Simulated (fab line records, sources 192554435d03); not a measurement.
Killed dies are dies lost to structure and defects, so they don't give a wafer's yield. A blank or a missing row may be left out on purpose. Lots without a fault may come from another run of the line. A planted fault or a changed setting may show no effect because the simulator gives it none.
Split-lot experiment | flow n5_finfet | 7 lots, 21 wafers read, on a route of 1938 steps

THE SPLIT
At N5_BEOL_M0_SAQP_PECVD_96 (deposits a-Si from SiH4/He, target thk 45 nm, time 45.2 s), the setting time_s was moved away from the recipe's 45.2 s on 9 of the 21 wafers read, by -7.9% to +11.4%. The other wafers ran this setting at the recipe's value.

FROM THE SPLIT TO THE READING: what the file shows between them, 5 steps
- N5_BEOL_M0_SAQP_SPACER1_ALD_98: deposits SiO2, target thk 12.8 nm, pulse time 1 s, purge time 2 s (also split here: temp_c)
- N5_BEOL_M0_SAQP_SPACER1_ETCHBACK_99: etches SiO2 in CHF3/O2, target depth 15.4 nm, time 7.7 s
- N5_BEOL_M0_SAQP_MANDREL1_REMOVE_100: chemistry HBr/Cl2/O2, target a-Si, stops on SiNx, bt time 10 s
- N5_BEOL_M0_SAQP_ETCH_101: etches SiNx in CH3F/O2, target depth 29.9 nm, time 42.7 s
- N5_BEOL_M0_SAQP_ETCH_102: etches SiO2 in CF4, target depth 4 nm, time 4.4 s

THE READING
etch.depth_nm (the simulator's own value, which no gauge read), in nm, at N5_BEOL_M0_SAQP_MANDREL_ETCH_103 (etches a-Si in HBr/Cl2, stops on SiCN, target depth 45 nm, bt time 10 s, time 27 s). The file gives no usual value for it. The 12 wafers here that ran the recipe average 45.01 nm, standard deviation 0.67 nm.

wafer  | tool, chamber at the split | time_s as run, s | against the recipe | etch.depth_nm, nm | against lot-mates on the recipe
L078.1 | pecvd-02, 0                | 45.2             | recipe             | 45.16             | -
L078.2 | pecvd-02, 1                | 45.2             | recipe             | 44.01             | -
L078.6 | pecvd-02, 2                | 45.2             | recipe             | 44.78             | -
L077.2 | pecvd-04, 1                | 45.2             | recipe             | 44.56             | -
L077.3 | pecvd-04, 2,0              | 45.2             | recipe             | 45.19             | -
L077.4 | pecvd-04, 2,0              | 45.2             | recipe             | 45.17             | -
L079.2 | pecvd-02, 1                | 50.36            | +11.4%             | 48.66             | +4.52
L079.5 | pecvd-02, 1                | 45.2             | recipe             | 44.14             | -
L079.6 | pecvd-02, 0                | 50.36            | +11.4%             | 51.08             | +6.94
L080.3 | pecvd-02, 2                | 48.32            | +6.9%              | 48.12             | no lot-mate on the recipe
L080.4 | pecvd-02, 0                | 48.32            | +6.9%              | 49.45             | no lot-mate on the recipe
L080.5 | pecvd-02, 2                | 48.32            | +6.9%              | 48.48             | no lot-mate on the recipe
L083.2 | pecvd-02, 0                | 41.65            | -7.9%              | 41.45             | -4.34
L083.3 | pecvd-02, 1                | 41.65            | -7.9%              | 40.81             | -4.98
L083.5 | pecvd-02, 0                | 45.2             | recipe             | 45.79             | -
L084.1 | pecvd-04, 2                | 45.2             | recipe             | 45.31             | -
L084.2 | pecvd-04, 0                | 45.2             | recipe             | 44.58             | -
L084.4 | pecvd-04, 2                | 45.2             | recipe             | 46.57             | -
L085.2 | pecvd-01, 0                | 43.1             | -4.6%              | 41.39             | -3.53
L085.5 | pecvd-01, 2                | 45.2             | recipe             | 44.92             | -
L085.6 | pecvd-01, 0                | 43.1             | -4.6%              | 42.29             | -2.63
Where a row lists several chambers, the file gives one row for several wafers and doesn't say which wafer went through which chamber.

THE FIT
A straight line over all 21 wafers: etch.depth_nm changes by +0.49 nm for each +1% of time_s; r = +0.96; the points scatter about the line by 0.81 nm.
The same after taking each lot's own level away (the mean of its wafers on the recipe; 18 wafers): +0.544 nm for each +1%; r = +0.97; scatter 0.68 nm.
On that fit, the largest move of time_s shifts the reading by 6.2 nm.
The lots' own levels span 44.140 to 45.790 nm, that is 2.5 times the standard deviation above.
So the lot-to-lot level changes the slope little: the two slopes agree.
Check: with one of the wafers moved furthest among these (+11.4%) left out of the fit, the line predicts +6.94 nm for it against its lot-mates. It came out at +4.52 nm against them.

OTHER SPLITS ON THESE WAFERS
These wafers also went through other splits before the reading. Each is held against what the fit with the lots' levels taken away leaves over:
other split on the same wafers         | wafers away from the commonest value | r with etch.depth_nm (lot level and that fit taken away)
N5_WELL_APT_COAT_19 spin_rpm           | 5                                    | -0.02
N5_WELL_APT_EXPOSE_22 dose_mj          | 4                                    | -0.11
N5_PMOS_HMC_CHANNEL_EPI_ETCH_32 bias_w | 5                                    | +0.28
N5_FIN_CUT_ETCH_21 bias_w              | 5                                    | -0.07
N5_DUMMY_GATE_COAT_35 spin_rpm         | 5                                    | +0.10
N5_DUMMY_GATE_COAT_28 spin_rpm         | 5                                    | -0.21
N5_SD_EPI_N_EPI_21 temp_c              | 9                                    | +0.07
N5_SD_EPI_N_PRECLEAN_49 time_s         | 8                                    | +0.19
N5_GATE_CUT_CUT_ETCH_53 icp_w          | 4                                    | +0.11
N5_BEOL_M0_SAQP_SPACER1_ALD_98 temp_c  | 10                                   | +0.11

THE WHOLE CHAIN: every reading that the file lists as answering this split, in the file's order
step                             | what it does                                                                       | reading                                                                               | change (the file's fit)               | r (the file's)
N5_BEOL_M0_SAQP_PECVD_96         | deposits a-Si from SiH4/He, target thk 45 nm, time 45.2 s                          | a-Si_of_BEOL_M0_SAQP_PECVD_96.thk_nm (the simulator's own value, which no gauge read) | +0.542 nm for each +1% of the setting | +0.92
N5_BEOL_M0_SAQP_MANDREL_ETCH_103 | etches a-Si in HBr/Cl2, stops on SiCN, target depth 45 nm, bt time 10 s, time 27 s | etch.depth_nm (the simulator's own value, which no gauge read)                        | +0.545 nm for each +1% of the setting | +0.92

THE FILE'S OWN FIT
etch.depth_nm changes by +0.545 nm for each +1% of time_s, r = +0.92.
